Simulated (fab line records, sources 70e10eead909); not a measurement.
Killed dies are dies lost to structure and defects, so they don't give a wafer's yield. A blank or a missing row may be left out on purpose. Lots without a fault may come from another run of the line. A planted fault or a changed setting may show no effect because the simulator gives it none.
fab line records | flow nand_harc
record lots=11 wafers=33 last_day=24
route steps=1159 shown P_ZERO_WELL@16 END@1159
lots that met no fault: from a run of the same line without faults
start_h: hours from the record's first day to the start of the lot's first wafer shown | wait_h: hours since the lot's step before | " the same as in the row above | L1.1+2: a row that stands for several wafers | - no value, or no start given | * or withheld: withheld | < > ~ a bound
route shown NAME@n: a module of which the file shows steps, and the number in the route of the first | usual: mean/standard deviation of fault-free wafers | same: alike in all rows | chamber/n: place in a boat | sites: the reading at each site | _std_site: their standard deviation | _edge_site: outer sites' mean less inner sites' | radius_mm: how far each site lies from the wafer's centre | mask NAME#n: copy n | behind: the tool/chamber that last shaped the wafer | hold: why the lot was held/for how many hours/how that ended | device: the transistor (n, p or np) that didn't switch | end of line: the same wafers' tests at the end of the route | a step without rows: its recipe alone | killed: dies lost to structure and defects at the first sort, not the wafer's yield | map: a wafer's dies, x killed, . not, _ none there
set.NAME: the setting as run; set.NAME@STEP: as run at that earlier step | model.NAME: the simulator's own value behind a step, which no gauge read
steps of the route over a sample of lots; a table a step, a row a wafer
services: from which hour (start_h, from the record's first day; less than 0 if before it) a tool's chamber was out of use, for how many hours, and why
## steps
# step NHARC_P_ZERO_WELL_DESCUM_13
# recipe time_s=3 o2_flow_sccm=200 ar_flow_sccm=0 bias_power_w=0 chemistry=O2
# usual drypump_motor_current_A=5.77/0.27 o2_flow_sccm=200.0/0.56 oes_product_au=1.002/0.013 rf_vpp_V=58.0/0.93 showerhead_plenum_p_Torr=1.94/0.074 throttle_valve_pct=11.311/0.0092
# columns lot.wafer tool chamber start_h wait_h drypump_motor_current_A o2_flow_sccm oes_product_au rf_hours_counter_h rf_vpp_V showerhead_plenum_p_Torr throttle_valve_pct
L862.1 rie_diel-13 2 13.27 - 5.40 199.6 1.014 5 56.5 1.99 11.312
L862.2 " 0 " " 5.85 199.6 1.009 5 57.4 1.96 11.291
L862.3 " 1 " " 5.63 200.3 0.992 5 58.6 1.90 11.311
L864.2 rie_diel-12 2 25.28 - 6.14 200.0 0.999 12 59.0 1.91 11.302
L864.6 " 1 " " 6.21 200.4 0.995 - 56.2 1.81 11.333
L864.5 " 2 " " 6.18 199.5 1.004 - 57.2 1.92 11.314
L865.1 rie_diel-13 3 31.39 - 6.03 200.6 0.981 6 57.7 1.90 11.326
L865.4 " 0 " " 5.82 199.7 0.991 5 56.8 1.96 11.318
L865.3 " 1 " " 5.60 199.6 0.993 6 58.5 1.89 11.318
L866.2 rie_diel-09 0 37.27 - 5.52 200.0 1.012 9 57.7 1.80 11.310
L866.6 " 0 " " 5.50 200.3 1.005 - 56.9 1.80 11.307
L866.5 " 1 " " 5.73 200.4 0.992 - 57.2 2.00 11.322
L867.1 rie_diel-13 2 43.40 - 5.41 199.3 1.009 7 57.8 1.99 11.304
L867.4 " 1 " " 5.59 200.5 0.995 6 57.8 1.89 11.314
L867.6 " 2 " " 5.37 201.0 1.021 - 58.5 1.99 11.319
L875.3 rie_diel-12 0 91.29 - 5.54 200.6 0.999 4 57.7 2.07 11.309
L875.1 " 1 " " 6.23 201.0 1.011 3 57.1 1.81 11.310
L875.5 " 3 " " 5.59 200.0 1.023 - 58.3 2.00 11.304
L876.1 rie_diel-13 3 97.41 - 6.03 200.7 0.991 11 57.4 1.90 11.308
L876.4 " 0 " " 5.86 198.7 0.995 9 58.7 1.96 11.314
L876.5 " 3 " " 6.01 199.8 0.987 - 58.1 1.90 11.317
L877.1 rie_diel-12 2 103.28 - 6.18 199.3 0.997 5 57.6 1.91 11.314
L877.3 " 0 " " 5.57 199.7 0.997 5 60.2 2.07 11.318
L877.6 " 2 " " 6.18 199.7 0.990 - 59.0 1.91 11.303
L882.2 rie_diel-12 0 133.44 - 5.57 199.7 0.994 8 59.0 2.07 11.315
L882.5 " 0 " " 5.55 199.9 0.997 - 57.9 2.07 11.325
L882.4 " 2 " " 6.11 200.3 0.986 - 56.4 1.91 11.308
L883.3 rie_diel-09 3 139.40 - 5.83 200.1 0.987 4 58.4 1.95 11.307
L883.4 " 2 " " 6.06 199.5 1.003 4 57.8 2.00 11.323
L883.5 " 0 " " 5.51 200.3 0.993 - 57.9 1.80 11.303
L884.2 rie_diel-13 1 145.28 - 5.63 199.8 1.001 2 59.1 1.89 11.310
L884.1 " 3 " " 6.02 200.5 0.993 2 57.8 1.90 11.311
L884.6 " 0 " " 5.84 200.6 0.985 - 58.5 1.96 11.313
# step NHARC_P_ZERO_WELL_ETCH_62
# recipe target_depth_a=130 time_s=6.5 chf3_flow_sccm=50 ar_flow_sccm=200 rf_w=500 bias_w=200 chemistry=CHF3/Ar
# usual drypump_motor_current_A=5.78/0.27 oes_product_au=0.968/0.017 rf_vpp_V=371.3/2.1 showerhead_plenum_p_Torr=2.37/0.085 throttle_valve_pct=20.217/0.0091
# columns lot.wafer tool chamber start_h wait_h drypump_motor_current_A oes_product_au rf_hours_counter_h rf_vpp_V showerhead_plenum_p_Torr throttle_valve_pct
L862.1 rie_diel-13 0 - - 5.84 0.964 5 372.0 2.40 20.212
L862.2 " 1 " " 5.61 0.948 5 369.5 2.32 20.213
L862.3 " 2 " " 5.42 0.975 5 372.5 2.44 20.210
L864.2 rie_diel-13 3 25.45 - 6.02 0.971 5 368.9 2.33 20.224
L864.5 " 3 " " 6.02 0.974 - 370.9 2.33 20.218
L864.6 " 0 " " 5.85 1.005 - 370.6 2.40 20.227
L865.4 rie_diel-13 0 - - 5.82 0.955 5 371.3 2.40 20.208
L865.3 " 1 " " 5.64 0.951 6 370.9 2.32 20.211
L865.1 " 2 " " 5.35 0.981 6 371.9 2.44 20.212
L866.2 rie_diel-09 3 - - 5.84 0.967 9 372.0 2.39 20.220
L866.6 " 2 " " 6.09 0.957 - 371.8 2.45 20.229
L866.5 " 3 " " 5.83 0.972 - 371.2 2.39 20.219
L867.1 rie_diel-13 1 - - 5.61 0.973 6 371.4 2.32 20.224
L867.4 " 2 " " 5.39 0.981 7 374.0 2.44 20.207
L867.6 " 2 " " 5.39 0.980 - 372.5 2.44 20.214
L875.1 rie_diel-12 0 - - 5.54 0.966 4 373.9 2.53 20.227
L875.3 " 2 " " 6.17 0.976 3 371.7 2.34 20.211
L875.5 " 0 " " 5.55 0.956 - 375.6 2.53 20.227
L876.4 rie_diel-13 2 - - 5.40 0.987 12 372.7 2.43 20.210
L876.1 " 3 " " 6.04 0.955 11 371.2 2.33 20.201
L876.5 " 2 " " 5.36 0.987 - 371.7 2.43 20.223
L877.3 rie_diel-12 2 - - 6.17 0.961 5 370.1 2.34 20.222
L877.1 " 3 " " 5.57 0.985 5 373.0 2.44 20.223
L877.6 " 3 " " 5.60 0.983 - 373.6 2.44 20.229
L882.2 rie_diel-12 0 - - 5.55 0.925 8 374.5 2.53 20.193
L882.4 " 2 " " 6.16 0.916 - 370.2 2.34 20.211
L882.5 " 0 " " 5.57 0.930 - 376.6 2.52 20.209
L883.4 rie_diel-09 1 - - 5.73 0.980 4 373.7 2.44 20.230
L883.3 " 2 " " 6.07 0.970 4 373.3 2.45 20.226
L883.5 " 0 " " 5.52 0.944 - 366.6 2.21 20.227
L884.1 rie_diel-13 1 - - 5.59 0.958 2 368.8 2.32 20.229
L884.2 " 3 " " 6.03 0.982 2 370.2 2.33 20.206
L884.6 " 1 " " 5.61 0.962 - 370.8 2.32 20.207
# step NHARC_P_ZERO_WELL_EXPOSE_21
# recipe na=0.6 target_cd_nm=720 dose_mj=22.31 mask_id=P_NWELL
# usual exposure_dose_mJ_cm2=22.309/0.021
# columns lot.wafer tool chamber start_h wait_h mask exposure_dose_mJ_cm2
L862.1 krf_scanner-01 0 14.22 - P_NWELL#0 22.303
L862.2 " 0 " " P_NWELL#0 22.321
L862.3 " 0 " " P_NWELL#0 22.305
L864.2 krf_scanner-02 0 26.31 - P_NWELL#0 22.314
L864.5 " 0 " " P_NWELL#0 22.338
L864.6 " 0 " " P_NWELL#0 22.317
L865.1 krf_scanner-04 0 32.44 - P_NWELL#0 22.318
L865.3 " 0 " " P_NWELL#0 22.330
L865.4 " 0 " " P_NWELL#0 22.316
L866.2 krf_scanner-04 0 38.18 - P_NWELL#0 22.294
L866.5 " 0 " " P_NWELL#0 22.297
L866.6 " 0 " " P_NWELL#0 22.318
L867.1 krf_scanner-04 0 44.31 - P_HVPW#0 22.302
L867.4 " 0 " " P_HVPW#0 22.299
L867.6 " 0 " " P_HVPW#0 22.321
L875.1 krf_scanner-01 0 92.30 - P_NWELL#0 22.286
L875.3 " 0 " " P_NWELL#0 22.325
L875.5 " 0 " " P_NWELL#0 22.292
L876.1 krf_scanner-04 0 98.44 - P_NWELL#0 22.308
L876.4 " 0 " " P_NWELL#0 22.295
L876.5 " 0 " " P_NWELL#0 22.287
L877.1 krf_scanner-01 0 104.30 - P_NWELL#0 22.287
L877.3 " 0 " " P_NWELL#0 22.325
L877.6 " 0 " " P_NWELL#0 22.305
L882.2 krf_scanner-02 0 134.49 - P_NWELL#0 22.320
L882.4 " 0 " " P_NWELL#0 22.317
L882.5 " 0 " " P_NWELL#0 22.291
L883.3 krf_scanner-01 0 140.44 - P_NWELL#0 22.349
L883.4 " 0 " " P_NWELL#0 22.325
L883.5 " 0 " " P_NWELL#0 22.327
L884.1 krf_scanner-04 0 146.31 - P_NWELL#0 22.340
L884.2 " 0 " " P_NWELL#0 22.331
L884.6 " 0 " " P_NWELL#0 22.336
# step NHARC_P_ZERO_WELL_CD_MEAS_24
# recipe target_cd_nm=720 landing_energy_ev=500
# usual cd_nm=720.2/2.6
# columns lot.wafer tool chamber start_h wait_h cd_nm
L862.1 cd_sem-02 0 14.40 - 727.3
L862.2 " 0 " " 724.0
L862.3 " 0 " " 720.5
L864.2 cd_sem-03 0 26.47 - 716.6
L864.5 " 0 " " 721.1
L864.6 " 0 " " 719.4
L865.1 cd_sem-03 0 32.61 - 719.3
L865.3 " 0 " " 720.4
L865.4 " 0 " " 719.7
L866.2 cd_sem-03 0 38.33 - 720.2
L866.5 " 0 " " 718.6
L866.6 " 0 " " 716.6
L867.1 cd_sem-02 0 44.46 - -
L867.4 " 0 " " -
L867.6 " 0 " " -
L875.1 cd_sem-03 0 92.46 - 716.1
L875.3 " 0 " " 717.5
L875.5 " 0 " " 721.2
L876.1 cd_sem-01 0 98.60 - 719.5
L876.4 " 0 " " 722.2
L876.5 " 0 " " 721.4
L877.1 cd_sem-01 0 104.46 - 719.9
L877.3 " 0 " " 718.3
L877.6 " 0 " " 720.9
L882.2 cd_sem-01 0 134.65 - 720.9
L882.4 " 0 " " 720.5
L882.5 " 0 " " 720.7
L883.3 cd_sem-01 0 140.59 - 719.9
L883.4 " 0 " " 717.5
L883.5 " 0 " " 724.1
L884.1 cd_sem-01 0 146.47 - 718.9
L884.2 " 0 " " 716.4
L884.6 " 0 " " 720.2
# step NHARC_P_ZERO_WELL_RTA_42
# recipe temp_c=1100 time_s=300
# usual lamp_power_pct=37.8/2.1 lamp_zone_7_pct=38.1/2.1 wafer_temp_C_max=1104.0/0.87
# columns lot.wafer tool chamber start_h wait_h lamp_power_pct lamp_zone_7_pct wafer_temp_C_max
L862.1 rtp_anneal-02 0 18.72 - 35.4 35.8 1104.1
L862.2 " 0 " " 35.4 35.8 1104.9
L862.3 " 0 " " 35.4 35.8 1104.0
L864.2 rtp_anneal-02 0 30.89 - 35.5 35.8 1103.7
L864.5 " 0 " " 35.5 35.8 1104.9
L864.6 " 0 " " 35.5 35.8 1103.1
L865.1 rtp_anneal-02 0 36.81 - 35.4 35.7 1103.7
L865.3 " 0 " " 35.4 35.7 1104.1
L865.4 " 0 " " 35.4 35.8 1105.2
L866.2 rtp_anneal-01 0 42.67 - 39.7 40.1 1103.8
L866.5 " 0 " " 39.7 40.1 1103.3
L866.6 " 0 " " 39.7 40.1 1103.4
L867.1 rtp_anneal-02 0 48.90 - 35.5 35.8 1104.0
L867.4 " 0 " " 35.4 35.7 1103.6
L867.6 " 0 " " 35.4 35.8 1104.0
L875.1 rtp_anneal-01 0 96.82 - 39.8 40.1 1102.3
L875.3 " 0 " " 39.8 40.1 1103.2
L875.5 " 0 " " 39.8 40.1 1104.4
L876.1 rtp_anneal-01 0 102.77 - 39.7 40.1 1105.2
L876.4 " 0 " " 39.7 40.1 1105.9
L876.5 " 0 " " 39.7 40.1 1103.2
L877.1 rtp_anneal-01 0 110.89 - 39.6 40.0 1103.7
L877.3 " 0 " " 39.6 40.1 1103.9
L877.6 " 0 " " 39.7 40.1 1103.5
L882.2 rtp_anneal-02 0 139.17 - 35.4 35.8 1103.5
L882.4 " 0 " " 35.5 35.8 1103.2
L882.5 " 0 " " 35.5 35.8 1103.1
L883.3 rtp_anneal-01 0 145.10 - 39.8 40.1 1103.9
L883.4 " 0 " " 39.7 40.1 1104.8
L883.5 " 0 " " 39.8 40.1 1104.2
L884.1 rtp_anneal-01 0 150.76 - 39.8 40.1 1103.6
L884.2 " 0 " " 39.8 40.1 1104.0
L884.6 " 0 " " 39.7 40.1 1103.7
# step NHARC_END_SORT_01
# recipe temp_c=25
# usual killed_at_array=26/9.1 killed_at_other=0.7/0.9 killed_at_periphery=3.6/2.8 killed_dies=30/9.2 killed_open=3.0/1.9 killed_short=2.0/1.4
# same gross_dies=677
# columns lot.wafer tool chamber start_h wait_h killed_at_array killed_at_other killed_at_periphery killed_dies killed_open killed_short
L867.1 prober-02 0 463.12 2.5 14 0 663 677 3 2
L867.4 prober-02 0 465.53 3.4 19 1 657 677 5 3
L867.6 prober-02 0 467.13 4.0 12 0 665 677 2 0
L876.1 prober-01 0 512.37 2.5 32 1 1 34 1 3
L876.4 prober-01 0 514.77 3.4 33 0 2 35 2 1
L876.5 prober-01 0 515.56 3.7 31 1 3 35 1 2
L875.1 prober-02 0 512.38 2.5 24 0 5 29 7 3
L875.3 prober-02 0 514.02 3.1 32 0 4 36 5 2
L875.5 prober-02 0 515.67 3.8 30 0 0 30 6 1
# killed by level:class
L867.1 P_ZERO_WELL:area_expose=660 A_CONTACT:chamber_film_flake=6 A_CHANNEL_HOLE_D1:chamber_film_flake=3 P_CONTACT:geometric_particle:open=2 A_ONON_D1:geometric_particle:short=1 A_SGD_CUT:geometric_particle:short=1 A_CONTACT:geometric_particle:open=1 P_GATE:chamber_film_flake=1
L867.4 P_ZERO_WELL:area_expose=654 A_STAIRCASE:chamber_film_flake=7 A_CHANNEL_HOLE_D1:chamber_film_flake=4 A_WL_FILL:chamber_film_flake=2 P_CONTACT:geometric_particle:open=1 P_M0:geometric_particle:open=1 A_SOURCE_PLATE:geometric_particle:open=1 A_ONON_D1:geometric_particle:short=1
L867.6 P_ZERO_WELL:area_expose=662 A_CHANNEL_HOLE_D1:chamber_film_flake=7 P_ZERO_WELL:chamber_film_flake=2 A_CONTACT:chamber_film_flake=2 A_CONTACT:geometric_particle:open=1 A_M0:geometric_particle:open=1 P_GATE:chamber_film_flake=1 A_CHANNEL_FILL_D1:chamber_film_flake=1
L876.1 A_SLIT:chamber_film_flake=13 A_CONTACT:chamber_film_flake=7 A_CHANNEL_HOLE_D1:chamber_film_flake=6 A_STAIRCASE:chamber_film_flake=3 P_M0:geometric_particle:short=1 A_ONON_D1:geometric_particle:open=1 A_ONON_D1:geometric_particle:short=1 A_WL_FILL:geometric_particle:short=1
L875.1 A_CHANNEL_HOLE_D1:chamber_film_flake=12 A_M0:geometric_particle:open=3 A_CONTACT:chamber_film_flake=3 P_GATE:geometric_particle:open=1 P_CONTACT:geometric_particle:open=1 P_M1:geometric_particle:open=1 A_ONON_D1:geometric_particle:short=1 A_CHANNEL_FILL_D1:geometric_particle:open=1
L875.3 A_CHANNEL_HOLE_D1:chamber_film_flake=19 A_STAIRCASE:chamber_film_flake=4 A_CONTACT:chamber_film_flake=4 A_ONON_D1:geometric_particle:open=2 A_SGD_CUT:geometric_particle:open=2 P_GATE:chamber_film_flake=2 P_M0:geometric_particle:open=1 P_M0:geometric_particle:short=1
L876.4 A_SLIT:chamber_film_flake=12 A_CONTACT:chamber_film_flake=7 A_CHANNEL_HOLE_D1:chamber_film_flake=4 A_STAIRCASE:chamber_film_flake=4 A_WL_FILL:chamber_film_flake=3 P_STI:geometric_particle:open=1 A_WL_FILL:geometric_particle:short=1 A_BLC:geometric_particle:open=1
L876.5 A_SLIT:chamber_film_flake=11 A_STAIRCASE:chamber_film_flake=7 A_CONTACT:chamber_film_flake=5 A_CHANNEL_HOLE_D1:chamber_film_flake=4 P_GATE:chamber_film_flake=2 A_SOURCE_PLATE:geometric_particle:open=1 A_ONON_D1:geometric_particle:short=1 A_M0:geometric_particle:short=1
L875.5 A_CHANNEL_HOLE_D1:chamber_film_flake=20 A_M0:geometric_particle:open=2 A_CONTACT:chamber_film_flake=2 A_SOURCE_PLATE:geometric_particle:open=1 A_CHANNEL_FILL_D1:geometric_particle:open=1 A_CONTACT:geometric_particle:open=1 A_BLC:geometric_particle:open=1 A_M1:geometric_particle:short=1
## services
# columns tool chamber start_h hours kind
rie_diel-13 0 4.50 - clean
rie_diel-13 1 4.50 - clean
rie_diel-13 2 4.50 - clean
rie_diel-13 3 4.50 - clean
rie_diel-13 3 13.17 9.5 repair
rie_diel-12 - 25.44 9.0 pm
rie_diel-13 0 29.00 - clean
rie_diel-13 1 29.00 - clean
rie_diel-12 1 34.46 3.2 repair
krf_scanner-02 - 38.00 4.0 pm
rie_diel-13 - 66.27 0.5 repair
rie_diel-09 - 77.10 9.0 pm
rie_diel-13 0 78.33 13.2 repair
krf_scanner-01 - 84.00 4.0 pm
rie_diel-12 0 93.46 2.9 repair
rie_diel-09 - 93.64 0.5 repair
rie_diel-13 - 99.00 9.0 pm
rie_diel-12 0 123.20 4.1 repair
krf_scanner-04 - 126.00 4.0 pm
rie_diel-12 1 132.49 7.5 repair
krf_scanner-01 - 133.51 0.7 repair
krf_scanner-01 - 135.99 4.1 repair
krf_scanner-02 - 147.54 0.4 repair
krf_scanner-01 - 150.96 0.6 repair
## key
first_sign step=NHARC_P_ZERO_WELL_EXPOSE_21 reading=mask direction=changed
effect step=NHARC_P_ZERO_WELL_CD_MEAS_24 reading=cd_nm direction=missing
effect step=NHARC_END_SORT_01 reading=killed_at_periphery direction=up sigmas=99+ usual=3.6 struck=661.7
more_kills_born_at NHARC_P_ZERO_WELL_EXPOSE_21@krf_scanner-04=1976
met_at NHARC_P_ZERO_WELL_EXPOSE_21
struck_lots L867
later_rows_left_out L867.1,L867.4,L867.6
tester_left_out L867
not_acting_at NHARC_P_ZERO_WELL_DESCUM_13,NHARC_P_ZERO_WELL_ETCH_62,NHARC_P_ZERO_WELL_RTA_42
onset_between 38.18 44.31
fault kind=wrong_mask tool=any chamber=- onset_h=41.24 steps=NHARC_P_ZERO_WELL_EXPOSE_21 aux_copy=P_HVPW#0 scope=struck_lots_only
# tester_left_out: of these lots the tester's yield and bins aren't shown, on N5 and GAA mostly nor the transistor test; their killed dies are dies lost to structure and defects alone, not to doping, threshold or leakage, so they don't give the yield
# later_rows_left_out: the simulator's readings of these wafers behind a module that went badly wrong aren't trusted and aren't shown, but for the sort
